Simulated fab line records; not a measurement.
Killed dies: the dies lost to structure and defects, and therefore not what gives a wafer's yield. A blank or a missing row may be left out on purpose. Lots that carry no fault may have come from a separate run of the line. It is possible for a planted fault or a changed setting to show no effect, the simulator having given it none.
Matching of chambers || flow n5Finfet || pecvd-03 running N5_BEOL_M11_ILD_DEP_00: 3 sister chambers
The step deposits SiCOH lowk from DEMS/porogen, target thk 308.51 nm, time 58 s. 6 wafers are shown with their chamber, then 7 later ones without.

## WAFERS, EACH WITH ITS CHAMBER
{"wafer": "L084.5", "chamber": 1, "heaterPowerW (W)": 265, "showerheadPlenumPTorr (Torr)": 5.762}
{"wafer": "L086.1", "chamber": 2, "heaterPowerW (W)": 337, "showerheadPlenumPTorr (Torr)": 5.735}
{"wafer": "L086.2", "chamber": 1, "heaterPowerW (W)": 250, "showerheadPlenumPTorr (Torr)": 5.762}
{"wafer": "L086.4", "chamber": 0, "heaterPowerW (W)": 275, "showerheadPlenumPTorr (Torr)": 5.764}
{"wafer": "L088.2", "chamber": 2, "heaterPowerW (W)": 379, "showerheadPlenumPTorr (Torr)": 5.736}
{"wafer": "L088.3", "chamber": 0, "heaterPowerW (W)": 282, "showerheadPlenumPTorr (Torr)": 5.759}

## WAFERS WITHOUT THEIR CHAMBER
{"wafer": "L088.5", "heaterPowerW (W)": 226, "showerheadPlenumPTorr (Torr)": 5.763}
{"wafer": "L090.1", "heaterPowerW (W)": 323, "showerheadPlenumPTorr (Torr)": 5.733}
{"wafer": "L090.3", "heaterPowerW (W)": 267, "showerheadPlenumPTorr (Torr)": 5.765}
{"wafer": "L090.6", "heaterPowerW (W)": 259, "showerheadPlenumPTorr (Torr)": 5.758}
{"wafer": "L092.1", "heaterPowerW (W)": 240, "showerheadPlenumPTorr (Torr)": 5.763}
{"wafer": "L092.4", "heaterPowerW (W)": 256, "showerheadPlenumPTorr (Torr)": 5.779}
{"wafer": "L092.6", "heaterPowerW (W)": 242, "showerheadPlenumPTorr (Torr)": 5.751}

## THE CHAMBER EACH PASSED THROUGH
{"wafer": "L088.5", "from the rows above": "can't be placed: 1 or 0", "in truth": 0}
{"wafer": "L090.1", "from the rows above": 2, "in truth": 2}
{"wafer": "L090.3", "from the rows above": "can't be placed: 1 or 0", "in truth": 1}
{"wafer": "L090.6", "from the rows above": "can't be placed: 1 or 0", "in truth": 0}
{"wafer": "L092.1", "from the rows above": "can't be placed: 1 or 0", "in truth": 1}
{"wafer": "L092.4", "from the rows above": "can't be placed: 1 or 0", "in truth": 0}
{"wafer": "L092.6", "from the rows above": "can't be placed: 1 or 0", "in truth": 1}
Placed correctly: 1 of 7. These rows do not allow placing 6 (true chamber among the candidates in 6). 0 placed wrongly.
How it was worked out, from the rows above alone: a wafer's distance from a chamber is the root of the sum, over the readings, of the square of ((its reading less the chamber's mean) divided by the reading's scatter). If the next closest chamber is less than 2 further off than the closest, the wafer can't be placed; otherwise it belongs to the closest. The mean given for a chamber averages the wafers shown for that chamber. The scatter is the square root of a quotient: the sum, over the shown wafers, of each reading's squared deviation from its chamber's mean, divided by wafers minus chambers.
